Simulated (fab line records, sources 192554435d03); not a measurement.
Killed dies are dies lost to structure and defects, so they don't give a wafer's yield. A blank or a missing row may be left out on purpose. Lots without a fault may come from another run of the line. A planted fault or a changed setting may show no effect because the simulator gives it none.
A struck lot beside a sound one | flow n5_finfet | 15 steps out of a route of 1938
Sound: wafers L916.3, L916.4, L916.5. Struck: wafers L923.3, L923.4, L923.6. The cause comes at the end.
At each step with rows: each side's tool, then ch and its chambers, then its first start. Under that, the readings that differ: sound wafers | struck wafers | difference of the means | sigmas: that difference in standard deviations of wafers without a fault.
alike: readings whose means differ by less than 2 such deviations, and words and numbers that are the same on both sides. not compared: withheld readings, readings that some wafer has no value for, bounds like >300 that may hide the same value, and numbers for which the record gives no deviation and whose values overlap.
The two part at a step that has a row with sigmas, a row that says differs or no value, or rows on one side only. Numbers that don't overlap but have no deviation are shown without sigmas and don't part them. A reading that every wafer of one side lacks parts them only if that side has two wafers or more.

first, 2 steps without rows for these wafers: N5_BEOL_M3_STRIP_65 (strips in N2/H2); N5_BEOL_M3_STRIP_75 (strips in N2/H2).
N5_BEOL_M3_STRIP_66: strips in CF4.
  sound on rie_diel-03 ch 0,1,2, day 9 19:06; struck on rie_diel-06 ch 0,1,3, day 11 03:44
  alike: drypump_motor_current_A, oes_product_au, rf_fwd_power_W, rf_vpp_V, showerhead_plenum_p_Torr, throttle_valve_pct
  not compared: rf_hours_counter_h
N5_BEOL_M3_HM_OPEN_17: chemistry Cl2/BCl3, target TiN, target depth 20 nm, overetch 6 nm.
  sound on rie_metal-02 ch 1, day 9 19:12; struck on rie_metal-01 ch 0,1, day 11 03:49
  reading            | sound       | struck      | difference | sigmas
  rf_fwd_power_W (W) | 996 999 998 | 989 992 988 | -8         | -2
  alike: drypump_motor_current_A, oes_product_au, throttle_valve_pct
  not compared: rf_hours_counter_h
N5_BEOL_M3_STRIP_19: strips in O2.
  sound on rie_diel-06 ch 0,2,3, day 9 19:20; struck on rie_diel-06 ch 0,3, day 11 03:56
  alike: drypump_motor_current_A, oes_product_au, rf_vpp_V, showerhead_plenum_p_Torr, throttle_valve_pct
  not compared: rf_hours_counter_h
N5_BEOL_M3_CD_MEAS_18: pitch 36 nm, target cd 18 nm.
  sound on cd_sem-03, day 9 19:25; struck on cd_sem-02, day 11 04:01
  alike: cd_nm
then, 6 steps without rows for these wafers: N5_BEOL_M3_COAT_67 (time 60 s, resist thk 60 nm); N5_BEOL_M3_COAT_68 (time 60 s, resist thk 12 nm); N5_BEOL_M3_COAT_76 (time 60 s, resist thk 5 nm); N5_BEOL_M3_COAT_22 (resist thk 30 nm); N5_BEOL_M3_EBR_24; N5_BEOL_M3_SOFTBAKE_23 (time 60 s).
N5_BEOL_M3_EXPOSE_25: exposes mask V2, defocus 5 nm.
  sound on euv_scanner-02 ch 0, day 9 19:37; struck on euv_scanner-01 ch 0, day 11 04:19
  reading              | sound             | struck            | difference | sigmas
  exposure_dose_mJ_cm2 | 62.90 62.85 62.93 | 63.63 63.58 63.51 | +0.68      | +9
  alike: mask, reticle_temp_C
then, 1 step without rows for these wafers: N5_BEOL_M3_PEB_26 (peb time 60 s).
N5_BEOL_M4_RC_MEAS_101:
  sound on prober-01 ch 0, day 10 22:42; struck on prober-02 ch 0, day 12 14:24
  alike: DIBL_N, DIBL_P, IOFF_N, IOFF_P, ION_N, ION_P, SS_N, SS_P, VT_N, VT_P

WHERE THEY PART
First at N5_BEOL_M3_HM_OPEN_17; last, within this record, at N5_BEOL_M3_EXPOSE_25. Later steps at which nothing parts them and some readings are alike: N5_BEOL_M4_RC_MEAS_101.

WHY: what the simulator had put in
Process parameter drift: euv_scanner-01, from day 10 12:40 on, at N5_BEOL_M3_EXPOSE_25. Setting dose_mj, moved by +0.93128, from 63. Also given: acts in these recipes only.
